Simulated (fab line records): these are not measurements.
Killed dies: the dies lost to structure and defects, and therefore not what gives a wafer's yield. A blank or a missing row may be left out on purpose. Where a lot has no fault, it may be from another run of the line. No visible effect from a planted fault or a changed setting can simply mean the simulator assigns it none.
fab line records -- flow n5-finfet
record: lots: 7, wafers: 39
route steps=1938 shown BEOL_M14@1753
start-h: the number of hours between the record's first day and the start of the first shown wafer of the lot -- wait-h: hours from the lot's prior step to this one -- " as in the row above -- L1.1+2: a single row standing in for several wafers -- - no value, or no start was given -- * or withheld: withheld -- < > ~ a bound
route shown NAME@n: names a module that has steps shown in the file, with the first one's number in the route -- usual: the fault-free wafers' mean and standard deviation -- same: alike in all rows -- chamber/n: place in a boat -- sites: the reading at each site -- _std_site: their standard deviation -- _edge_site: outer sites' mean less inner sites' -- radius-mm: how far each site lies from the wafer's centre -- mask NAME#n: copy n -- behind: tool/chamber where the wafer was last shaped -- hold: reason for holding the lot/hours on hold/outcome of the hold -- device: the n, p or np transistor that did not switch -- end of line: at the end of the route, the tests of the same wafers -- step lacking rows: just its recipe -- killed: the dies lost at the first sort to structure and to defects; this is not the yield of the wafer -- map: the dies of a wafer, with x for killed, . for not killed, _ for no die there
set.NAME: the setting as run; set.NAME@STEP: as run at that earlier step -- model.NAME: the simulator's own value behind a step, which no gauge read
lots whose settings were changed on purpose; a table a step, a row a wafer
== steps ==
step: N5_BEOL_M14_TRENCH_ETCH_34
recipe: chemistry: C4F8/O2/Ar, target: SiO2, target-depth-a: 5566.5, mask-material: SOC, he-inner-torr: 15, he-outer-torr: 30, time-s: 126.9, ion-energy-ev: 800, pressure-mtorr: 20, source-w: 1905, bias-w: 2040, Ar_flow_sccm: 400, C4F8_flow_sccm: 16, O2_flow_sccm: 12
lot.wafer,tool,chamber,start-h,wait-h,set.time-s,model.etch.depth-nm
L075.1,rie-diel-03,2,269.21,0.0,69.64,320.2
L075.2,rie-diel-03,3,269.21,0.0,126.9,572.8
L075.3,rie-diel-03,1,269.21,0.0,69.64,305.8
L075.4,rie-diel-03,0,269.21,0.0,126.9,555.7
L075.5,rie-diel-03,1,269.21,0.0,126.9,560.1
L075.6,rie-diel-03,2,269.21,0.0,69.64,323
L078.1,rie-diel-05,2,319.40,0.0,165.2,754
L078.2,rie-diel-05,3,319.40,0.0,126.9,559.1
L078.3,rie-diel-05,1,319.40,0.0,165.2,728.3
L078.4,rie-diel-05,0,319.40,0.0,165.2,726.5
L078.5,rie-diel-05,0,319.40,0.0,126.9,554
L078.6,rie-diel-05,3,319.40,0.0,126.9,559.8
L080.3,rie-diel-01,2,346.82,0.0,126.9,566.9
L080.4,rie-diel-01,3,346.82,0.0,126.9,551.3
L080.5,rie-diel-01,0,346.82,0.0,126.9,532.1
L079.1,rie-diel-03,0,347.32,0.0,167.9,733.4
L079.2,rie-diel-03,3,347.32,0.0,126.9,557.7
L079.3,rie-diel-03,2,347.32,0.0,126.9,579.2
L079.4,rie-diel-03,1,347.32,0.0,167.9,736.6
L079.5,rie-diel-03,3,347.32,0.0,167.9,741.4
L079.6,rie-diel-03,2,347.32,0.0,126.9,581.3
L083.1,rie-diel-05,2,371.19,0.0,126.9,581.1
L083.2,rie-diel-05,1,371.19,0.0,126.9,553.4
L083.3,rie-diel-05,0,371.19,0.0,197.9,867.7
L083.4,rie-diel-05,3,371.19,0.0,197.9,876.7
L083.5,rie-diel-05,1,371.19,0.0,197.9,870.4
L083.6,rie-diel-05,2,371.19,0.0,126.9,582.7
L089.1,rie-diel-01,1,388.70,0.0,62.65,284.1
L089.2,rie-diel-01,2,388.70,0.0,126.9,565.8
L089.3,rie-diel-01,0,388.70,0.0,126.9,537.4
L089.4,rie-diel-01,3,388.70,0.0,62.65,273.8
L089.5,rie-diel-01,1,388.70,0.0,126.9,576.4
L089.6,rie-diel-01,2,388.70,0.0,62.65,281.1
L094.1,rie-diel-01,0,432.31,0.0,198.1,818.4
L094.2,rie-diel-01,1,432.31,0.0,126.9,568.1
L094.3,rie-diel-01,2,432.31,0.0,126.9,564.8
L094.4,rie-diel-01,2,432.31,0.0,126.9,560.3
L094.5,rie-diel-01,0,432.31,0.0,198.1,824.1
L094.6,rie-diel-01,1,432.31,0.0,198.1,882.6
step: N5_BEOL_M14_STRIP_70
recipe: chemistry: C4F8/O2/Ar, resist: SiARC, rf-frequency-hz: 6e+07
step: N5_BEOL_M14_OCD_MEAS_35
usual: trench-depth-nm: 557/14
lot.wafer,tool,chamber,start-h,wait-h,set.time-s@BEOL_M14_TRENCH_ETCH_34,trench-depth-nm
L075.1,ocd-01,-,269.36,0.0,69.64,320
L075.2,ocd-01,-,269.36,0.0,126.9,573
L075.3,ocd-01,-,269.36,0.0,69.64,306
L075.4,ocd-01,-,269.36,0.0,126.9,556
L075.5,ocd-01,-,269.36,0.0,126.9,560
L075.6,ocd-01,-,269.36,0.0,69.64,323
L078.1,ocd-02,-,319.55,0.0,165.2,754
L078.2,ocd-02,-,319.55,0.0,126.9,559
L078.3,ocd-02,-,319.55,0.0,165.2,728
L078.4,ocd-02,-,319.55,0.0,165.2,727
L078.5,ocd-02,-,319.55,0.0,126.9,554
L078.6,ocd-02,-,319.55,0.0,126.9,560
L080.3,ocd-02,-,346.98,0.0,126.9,567
L080.4,ocd-02,-,346.98,0.0,126.9,552
L080.5,ocd-02,-,346.98,0.0,126.9,532
L079.1,ocd-01,-,347.48,0.0,167.9,733
L079.2,ocd-01,-,347.48,0.0,126.9,558
L079.3,ocd-01,-,347.48,0.0,126.9,579
L079.4,ocd-01,-,347.48,0.0,167.9,737
L079.5,ocd-01,-,347.48,0.0,167.9,741
L079.6,ocd-01,-,347.48,0.0,126.9,581
L083.1,ocd-02,-,371.34,0.0,126.9,581
L083.2,ocd-02,-,371.34,0.0,126.9,553
L083.3,ocd-02,-,371.34,0.0,197.9,868
L083.4,ocd-02,-,371.34,0.0,197.9,876
L083.5,ocd-02,-,371.34,0.0,197.9,870
L083.6,ocd-02,-,371.34,0.0,126.9,583
L089.1,ocd-01,-,388.85,0.0,62.65,284
L089.2,ocd-01,-,388.85,0.0,126.9,566
L089.3,ocd-01,-,388.85,0.0,126.9,538
L089.4,ocd-01,-,388.85,0.0,62.65,274
L089.5,ocd-01,-,388.85,0.0,126.9,576
L089.6,ocd-01,-,388.85,0.0,62.65,280
L094.1,ocd-02,-,432.46,0.0,198.1,818
L094.2,ocd-02,-,432.46,0.0,126.9,568
L094.3,ocd-02,-,432.46,0.0,126.9,564
L094.4,ocd-02,-,432.46,0.0,126.9,560
L094.5,ocd-02,-,432.46,0.0,198.1,824
L094.6,ocd-02,-,432.46,0.0,198.1,883
step: N5_BEOL_M14_STRIP_37
recipe: chemistry: O2, power-w: 600, temp-c: 60, pressure-mtorr: 30, rf-frequency-hz: 6e+07, bias-power-w: 0, overash-fraction: 0.3, o2-flow-sccm: 225
step: N5_BEOL_M14_ETCH_38
recipe: chemistry: CF4/N2, target: SiCN, target-depth-a: 1065, taper-deg: 2, time-s: 120.6, ion-energy-ev: 150, mask-material: SiO2, pressure-mtorr: 40, source-w: 430, bias-w: 70, Ar_flow_sccm: 100, cf4-flow-sccm: 60, n2-flow-sccm: 60
step: N5_BEOL_M14_ECD_47
recipe: material: Cu, target-thk-a: 12480
step: N5_BEOL_M14_ANNEAL_48
recipe: temp-c: 225, time-s: 90, ambient: N2
step: N5_BEOL_M14_CMP_49
recipe: stop-on: SiO2, t-overpolish-s: 5.2, down-force-psi: 2, platen-rpm: 80, clearing-platen-down-force-psi: 2, clearing-platen-rpm: 80, post-cmp-clean: cu-alkaline, target-thk-nm: 560, clearing-platen-pad-velocity-m-s: 1.5917, pad-velocity-m-s: 1.5917
lot.wafer,tool,chamber,start-h,wait-h,set.time-s@BEOL_M14_TRENCH_ETCH_34,model.Cu_of_BEOL_M14_ECD_47.thk-nm
L075.4,cmp-03,3,270.51,0.1,126.9,558.8
L075.2,cmp-03,0,270.51,0.1,126.9,578
L075.1,cmp-03,1,270.51,0.1,69.64,321.2
L075.3,cmp-03,2,270.51,0.1,69.64,309.8
L075.6,cmp-03,3,270.51,0.1,69.64,327.6
L075.5,cmp-03,0,270.51,0.1,126.9,565.2
L078.3,cmp-01,0,321.32,0.2,165.2,731
L078.4,cmp-01,1,321.32,0.2,165.2,728.6
L078.1,cmp-01,2,321.32,0.2,165.2,756.6
L078.2,cmp-01,3,321.32,0.2,126.9,563.6
L078.5,cmp-01,0,321.32,0.2,126.9,557.4
L078.6,cmp-01,1,321.32,0.2,126.9,560.6
L080.4,cmp-04,3,349.04,0.2,126.9,554
L080.3,cmp-04,0,349.04,0.2,126.9,567.8
L080.5,cmp-04,2,349.04,0.2,126.9,537.4
L079.1,cmp-03,3,349.23,0.3,167.9,735.2
L079.2,cmp-03,0,349.23,0.3,126.9,561.2
L079.4,cmp-03,1,349.23,0.3,167.9,738.4
L079.3,cmp-03,2,349.23,0.3,126.9,580
L079.6,cmp-03,3,349.23,0.3,126.9,583.6
L079.5,cmp-03,0,349.23,0.3,167.9,745.4
L083.3,cmp-01,2,375.90,0.2,197.9,870
L083.1,cmp-01,3,375.90,0.2,126.9,585.4
L083.2,cmp-01,0,375.90,0.2,126.9,557.6
L083.4,cmp-01,1,375.90,0.2,197.9,879.4
L083.5,cmp-01,2,375.90,0.2,197.9,875
L083.6,cmp-01,3,375.90,0.2,126.9,587
L089.4,cmp-01,3,391.10,0.1,62.65,279.6
L089.2,cmp-01,0,391.10,0.1,126.9,569.2
L089.3,cmp-01,1,391.10,0.1,126.9,541.4
L089.1,cmp-01,2,391.10,0.1,62.65,286.6
L089.6,cmp-01,3,391.10,0.1,62.65,284.6
L089.5,cmp-01,0,391.10,0.1,126.9,578.8
L094.3,cmp-03,1,438.28,0.2,126.9,566.2
L094.2,cmp-03,2,438.28,0.2,126.9,570.8
L094.1,cmp-03,3,438.28,0.2,198.1,820.2
L094.4,cmp-03,0,438.28,0.2,126.9,563.4
L094.6,cmp-03,1,438.28,0.2,198.1,885
L094.5,cmp-03,2,438.28,0.2,198.1,826.6
step: N5_BEOL_M14_THK_MEAS_50
recipe: thk-meas-gauge: xrf, reads: Cu_of_BEOL_M14_ECD_47
usual: M14_THK: 576/17
lot.wafer,tool,chamber,start-h,wait-h,set.time-s@BEOL_M14_TRENCH_ETCH_34,M14_THK[nm]
L075.1,film-metro-02,-,270.80,-,69.64,328
L075.2,film-metro-02,-,270.80,-,126.9,597
L075.3,film-metro-02,-,270.80,-,69.64,317
L075.4,film-metro-02,-,270.80,-,126.9,574
L075.5,film-metro-02,-,270.80,-,126.9,581
L075.6,film-metro-02,-,270.80,-,69.64,338
L078.1,film-metro-01,-,321.61,-,165.2,779
L078.2,film-metro-01,-,321.61,-,126.9,580
L078.3,film-metro-01,-,321.61,-,165.2,754
L078.4,film-metro-01,-,321.61,-,165.2,752
L078.5,film-metro-01,-,321.61,-,126.9,576
L078.6,film-metro-01,-,321.61,-,126.9,576
L080.3,film-metro-01,-,349.26,-,126.9,577
L080.4,film-metro-01,-,349.26,-,126.9,561
L080.5,film-metro-01,-,349.26,-,126.9,542
L079.1,film-metro-02,-,349.53,-,167.9,758
L079.2,film-metro-02,-,349.53,-,126.9,576
L079.3,film-metro-02,-,349.53,-,126.9,596
L079.4,film-metro-02,-,349.53,-,167.9,763
L079.5,film-metro-02,-,349.53,-,167.9,770
L079.6,film-metro-02,-,349.53,-,126.9,599
L083.1,film-metro-02,-,376.19,-,126.9,600
L083.2,film-metro-02,-,376.19,-,126.9,574
L083.3,film-metro-02,-,376.19,-,197.9,896
L083.4,film-metro-02,-,376.19,-,197.9,908
L083.5,film-metro-02,-,376.19,-,197.9,909
L083.6,film-metro-02,-,376.19,-,126.9,605
L089.1,film-metro-02,-,391.39,-,62.65,293
L089.2,film-metro-02,-,391.39,-,126.9,584
L089.3,film-metro-02,-,391.39,-,126.9,556
L089.4,film-metro-02,-,391.39,-,62.65,285
L089.5,film-metro-02,-,391.39,-,126.9,596
L089.6,film-metro-02,-,391.39,-,62.65,290
L094.1,film-metro-01,-,438.57,-,198.1,843
L094.2,film-metro-01,-,438.57,-,126.9,586
L094.3,film-metro-01,-,438.57,-,126.9,580
L094.4,film-metro-01,-,438.57,-,126.9,577
L094.5,film-metro-01,-,438.57,-,198.1,854
L094.6,film-metro-01,-,438.57,-,198.1,911
step: N5_BEOL_M14_PRE_CLEAN_52
recipe: gas: NH3, time-s: 15, temp-c: withheld, rf-power-w: 300
step: N5_BEOL_M14_DEP_53
recipe: material: SiCN, target-thk-a: 500, temp-c: withheld, precursor: 3MS/NH3, pressure-torr: 3, rf-w: 675, time-s: 17.8
step: N5_BEOL_M14_RS_MEAS_54
recipe: thk-meas-gauge: four-point-probe, reads: Cu_of_BEOL_M14_ECD_47+Ta_of_BEOL_M14_SPUTTER_44+TaN_of_BEOL_M14_SPUTTER_43
usual: M14_RS: 0.0332/0.00085
lot.wafer,tool,chamber,start-h,wait-h,set.time-s@BEOL_M14_TRENCH_ETCH_34,M14_RS[ohm/sq]
L075.1,film-metro-02,-,270.96,0.1,69.64,0.0590
L075.2,film-metro-02,-,270.96,0.1,126.9,0.0321
L075.3,film-metro-02,-,270.96,0.1,69.64,0.0612
L075.4,film-metro-02,-,270.96,0.1,126.9,0.0332
L075.5,film-metro-02,-,270.96,0.1,126.9,0.0328
L075.6,film-metro-02,-,270.96,0.1,69.64,0.0577
L078.1,film-metro-02,-,321.74,0.0,165.2,0.0244
L078.2,film-metro-02,-,321.74,0.0,126.9,0.0329
L078.3,film-metro-02,-,321.74,0.0,165.2,0.0253
L078.4,film-metro-02,-,321.74,0.0,165.2,0.0253
L078.5,film-metro-02,-,321.74,0.0,126.9,0.0334
L078.6,film-metro-02,-,321.74,0.0,126.9,0.0332
L080.3,film-metro-01,-,349.39,0.1,126.9,0.0326
L080.4,film-metro-01,-,349.39,0.1,126.9,0.0335
L080.5,film-metro-01,-,349.39,0.1,126.9,0.0346
L079.1,film-metro-02,-,349.66,0.0,167.9,0.0252
L079.2,film-metro-02,-,349.66,0.0,126.9,0.0331
L079.3,film-metro-02,-,349.66,0.0,126.9,0.0320
L079.4,film-metro-02,-,349.66,0.0,167.9,0.0250
L079.5,film-metro-02,-,349.66,0.0,167.9,0.0248
L079.6,film-metro-02,-,349.66,0.0,126.9,0.0318
L083.1,film-metro-02,-,376.32,0.0,126.9,0.0317
L083.2,film-metro-02,-,376.32,0.0,126.9,0.0334
L083.3,film-metro-02,-,376.32,0.0,197.9,0.0211
L083.4,film-metro-02,-,376.32,0.0,197.9,0.0209
L083.5,film-metro-02,-,376.32,0.0,197.9,0.0211
L083.6,film-metro-02,-,376.32,0.0,126.9,0.0316
L089.1,film-metro-02,-,391.55,0.1,62.65,0.0663
L089.2,film-metro-02,-,391.55,0.1,126.9,0.0326
L089.3,film-metro-02,-,391.55,0.1,126.9,0.0343
L089.4,film-metro-02,-,391.55,0.1,62.65,0.0681
L089.5,film-metro-02,-,391.55,0.1,126.9,0.0320
L089.6,film-metro-02,-,391.55,0.1,62.65,0.0666
L094.1,film-metro-02,-,438.70,0.0,198.1,0.0225
L094.2,film-metro-02,-,438.70,0.0,126.9,0.0325
L094.3,film-metro-02,-,438.70,0.0,126.9,0.0328
L094.4,film-metro-02,-,438.70,0.0,126.9,0.0331
L094.5,film-metro-02,-,438.70,0.0,198.1,0.0224
L094.6,film-metro-02,-,438.70,0.0,198.1,0.0208
== key ==
split: step: N5_BEOL_M14_TRENCH_ETCH_34, setting: time-s, stated: 126.9, by: wafer
response: step: N5_BEOL_M14_TRENCH_ETCH_34, reading: model.etch.depth-nm, change: +5.32, per: 1%, r: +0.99
response: step: N5_BEOL_M14_OCD_MEAS_35, reading: trench-depth-nm, change: +5.33, per: 1%, r: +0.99
response: step: N5_BEOL_M14_CMP_49, reading: model.Cu_of_BEOL_M14_ECD_47.thk-nm, change: +5.32, per: 1%, r: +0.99
response: step: N5_BEOL_M14_THK_MEAS_50, reading: M14_THK, change: +5.53, per: 1%, r: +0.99
response: step: N5_BEOL_M14_RS_MEAS_54, reading: M14_RS, shape: bent, at-lowest: 0.0670, at-stated: 0.0328, at-highest: 0.0219
